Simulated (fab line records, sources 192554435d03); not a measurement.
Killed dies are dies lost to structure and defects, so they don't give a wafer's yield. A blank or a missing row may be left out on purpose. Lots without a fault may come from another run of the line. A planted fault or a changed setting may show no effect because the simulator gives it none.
Problem report in the 8D (eight disciplines) form, filled by code | flow n5_finfet | the parts of the form that need people (team, actions taken, sign-off) are left out

1. THE PROBLEM
spin_speed_rpm at N5_SD_EPI_P_COAT_34 reads a mean of 1534.7 rpm on 9 wafers of 3 lots; wafers without a fault read 1500.0 rpm with a standard deviation of 0.81. That is +43 standard deviations from the usual mean.
The step: time 60 s, resist thk 350 nm.
First seen on wafer L477.2, day 5 09:36, on litho_track-04. The record holds 21 wafers of 7 lots with a number at this step. Rule for "out", or "out of limits": more than 4 standard deviations from the usual mean. The other wafers with a number count as sound.

2. WHAT IT IS AND WHAT IT IS NOT
question                    | is                     | is not
which readings at this step | spin_speed_rpm         | chill_plate_temp_C, dispense_pressure_kPa
which lots                  | L477, L479, L480       | L470, L476, L483, L489
which wafers of those lots  | all that have a number | -
read on which tools         | litho_track-04         | litho_track-03
when                        | from day 5 09:36       | up to then (6 sound wafers); but 6 sound wafers of L483, L489 came after

3. SUSPECTS, AND WHAT RULES EACH OUT
Counting: a tool at a process step up to the reading stays a suspect if it ran every lot that is out and no sound lot after the first of them.
- epi_rpcvd-02 at N5_SD_EPI_N_VAPOR_ETCH_50 (etches Si in HCl, time 54 s): ruled out as a lasting fault. Sound lots L483, L489 ran on it after its first lot that is out, L477 (day 5 07:08).
- litho_track-04 at N5_SD_EPI_P_COAT_34 (time 60 s, resist thk 350 nm): kept. It ran every lot that is out, first L477 (day 5 09:36), and no sound lot after that; its last sound lot up to then is L476 (day 5 08:30). Its own readings are out on those wafers: spin_speed_rpm.
Left after counting: litho_track-04 at N5_SD_EPI_P_COAT_34.

4. THE CAUSE (what the simulator had put in)
Process parameter drift: litho_track-04, from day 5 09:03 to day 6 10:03, at N5_SD_EPI_P_COAT_34. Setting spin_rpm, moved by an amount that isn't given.
Counting left only this tool.

5. THE CHAIN OF EFFECTS, in route order
Each row: a reading whose mean over the struck wafers that have a number lies more than 3 standard deviations from the usual. Only readings for which the record gives a usual standard deviation are gone through. hours: the time from each lot's start at the first step in this table that gives one to its start at this step, as a median over the lots. sigmas: the change in usual standard deviations.
hours | step                | reading        | usual      | on struck wafers | change | sigmas
0     | N5_SD_EPI_P_COAT_34 | spin_speed_rpm | 1500.0 rpm | 1534.7           | +34.7  | +43
The process steps in it:
- N5_SD_EPI_P_COAT_34: time 60 s, resist thk 350 nm.
Later measuring or inspecting steps at which every struck wafer that the step has a row for has a number for every such reading, and none has moved that far: N5_BEOL_M4_RC_MEAS_101.

6. WHAT WOULD HAVE CAUGHT IT SOONER
In this record the first reading out of limits was taken at day 5 09:36, 1 hour after the fault began at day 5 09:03.
